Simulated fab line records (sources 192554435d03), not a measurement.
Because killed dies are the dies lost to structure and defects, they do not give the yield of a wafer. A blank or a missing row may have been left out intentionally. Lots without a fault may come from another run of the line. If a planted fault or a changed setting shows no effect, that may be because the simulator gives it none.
Chamber matching :: flow n5_finfet :: N5_BEOL_M8_STRIP_36 on rie_diel-04 has 4 sister chambers
The step strips in N2/H2. 18 wafers are shown with their chamber, then 9 later ones without.

WAFERS PAIRED WITH THEIR CHAMBERS
wafer: L080.1
chamber: 0
showerhead_plenum_p_Torr (Torr): 2.48
drypump_motor_current_A (A): 6.5
oes_product_au (a.u.): 0.95

wafer: L080.2
chamber: 1
showerhead_plenum_p_Torr (Torr): 2.49
drypump_motor_current_A (A): 5.9
oes_product_au (a.u.): 0.91

wafer: L080.3
chamber: 3
showerhead_plenum_p_Torr (Torr): 2.68
drypump_motor_current_A (A): 6.0
oes_product_au (a.u.): 0.82

wafer: L080.4
chamber: 2
showerhead_plenum_p_Torr (Torr): 2.46
drypump_motor_current_A (A): 5.9
oes_product_au (a.u.): 0.80

wafer: L080.5
chamber: 0
showerhead_plenum_p_Torr (Torr): 2.48
drypump_motor_current_A (A): 6.5
oes_product_au (a.u.): 0.95

wafer: L080.6
chamber: 1
showerhead_plenum_p_Torr (Torr): 2.49
drypump_motor_current_A (A): 5.9
oes_product_au (a.u.): 0.91

wafer: L081.1
chamber: 1
showerhead_plenum_p_Torr (Torr): 2.49
drypump_motor_current_A (A): 5.9
oes_product_au (a.u.): 0.90

wafer: L081.4
chamber: 3
showerhead_plenum_p_Torr (Torr): 2.68
drypump_motor_current_A (A): 6.0
oes_product_au (a.u.): 0.83

wafer: L081.6
chamber: 3
showerhead_plenum_p_Torr (Torr): 2.68
drypump_motor_current_A (A): 6.0
oes_product_au (a.u.): 0.82

wafer: L086.1
chamber: 1
showerhead_plenum_p_Torr (Torr): 2.48
drypump_motor_current_A (A): 5.9
oes_product_au (a.u.): 0.89

wafer: L086.2
chamber: 2
showerhead_plenum_p_Torr (Torr): 2.45
drypump_motor_current_A (A): 5.9
oes_product_au (a.u.): 0.79

wafer: L086.4
chamber: 3
showerhead_plenum_p_Torr (Torr): 2.67
drypump_motor_current_A (A): 6.0
oes_product_au (a.u.): 0.82

wafer: L087.2
chamber: 2
showerhead_plenum_p_Torr (Torr): 2.45
drypump_motor_current_A (A): 5.8
oes_product_au (a.u.): 0.79

wafer: L087.5
chamber: 2
showerhead_plenum_p_Torr (Torr): 2.45
drypump_motor_current_A (A): 5.9
oes_product_au (a.u.): 0.78

wafer: L087.6
chamber: 3
showerhead_plenum_p_Torr (Torr): 2.67
drypump_motor_current_A (A): 6.0
oes_product_au (a.u.): 0.79

wafer: L088.2
chamber: 2
showerhead_plenum_p_Torr (Torr): 2.45
drypump_motor_current_A (A): 5.9
oes_product_au (a.u.): 0.78

wafer: L088.3
chamber: 1
showerhead_plenum_p_Torr (Torr): 2.48
drypump_motor_current_A (A): 5.9
oes_product_au (a.u.): 0.89

wafer: L088.5
chamber: 3
showerhead_plenum_p_Torr (Torr): 2.67
drypump_motor_current_A (A): 6.0
oes_product_au (a.u.): 0.80

SIGNATURES (averages over the wafers above)
reading: showerhead_plenum_p_Torr
chamber 0: 2.4800
chamber 1: 2.4860
chamber 2: 2.4520
chamber 3: 2.6750
scatter within a chamber: 0.005

reading: drypump_motor_current_A
chamber 0: 6.500
chamber 1: 5.900
chamber 2: 5.880
chamber 3: 6.000
scatter within a chamber: 0.0239

reading: oes_product_au
chamber 0: 0.9500
chamber 1: 0.9000
chamber 2: 0.7880
chamber 3: 0.8133
scatter within a chamber: 0.0114
Rule: for each reading, subtract the chamber's mean from the wafer's reading, divide by that reading's scatter and square the result; add these up over the readings and take the root, which gives the wafer's distance from the chamber. The wafer belongs to the nearest chamber; if the next one is less than 2 further off, it can't be placed. The scatter: the root of (the sum of the squares of (reading less its chamber's mean) over the shown wafers, divided by (wafers less chambers)).

WAFERS WITHOUT THEIR CHAMBER
wafer: L090.1
showerhead_plenum_p_Torr (Torr): 2.48
drypump_motor_current_A (A): 6.5
oes_product_au (a.u.): 0.90

wafer: L090.3
showerhead_plenum_p_Torr (Torr): 2.45
drypump_motor_current_A (A): 5.9
oes_product_au (a.u.): 0.79

wafer: L090.6
showerhead_plenum_p_Torr (Torr): 2.67
drypump_motor_current_A (A): 6.0
oes_product_au (a.u.): 0.79

wafer: L094.2
showerhead_plenum_p_Torr (Torr): 2.47
drypump_motor_current_A (A): 5.9
oes_product_au (a.u.): 0.85

wafer: L094.3
showerhead_plenum_p_Torr (Torr): 2.66
drypump_motor_current_A (A): 6.0
oes_product_au (a.u.): 0.79

wafer: L094.4
showerhead_plenum_p_Torr (Torr): 2.47
drypump_motor_current_A (A): 6.5
oes_product_au (a.u.): 0.88

wafer: L097.1
showerhead_plenum_p_Torr (Torr): 2.47
drypump_motor_current_A (A): 6.5
oes_product_au (a.u.): 0.88

wafer: L097.4
showerhead_plenum_p_Torr (Torr): 2.44
drypump_motor_current_A (A): 5.9
oes_product_au (a.u.): 0.77

wafer: L097.5
showerhead_plenum_p_Torr (Torr): 2.47
drypump_motor_current_A (A): 5.9
oes_product_au (a.u.): 0.84

THE CHAMBER EACH PASSED THROUGH
wafer: L090.1
from the rows above: 0
in truth: 0

wafer: L090.3
from the rows above: 2
in truth: 2

wafer: L090.6
from the rows above: 3
in truth: 3

wafer: L094.2
from the rows above: can't be placed: 1 or 2
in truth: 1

wafer: L094.3
from the rows above: 3
in truth: 3

wafer: L094.4
from the rows above: 0
in truth: 0

wafer: L097.1
from the rows above: 0
in truth: 0

wafer: L097.4
from the rows above: 2
in truth: 2

wafer: L097.5
from the rows above: can't be placed: 2 or 1
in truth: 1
7 of 9 placed correctly. Can't be placed from these rows: 2 (the true chamber is among the candidates in 2). Wrongly placed: 0.
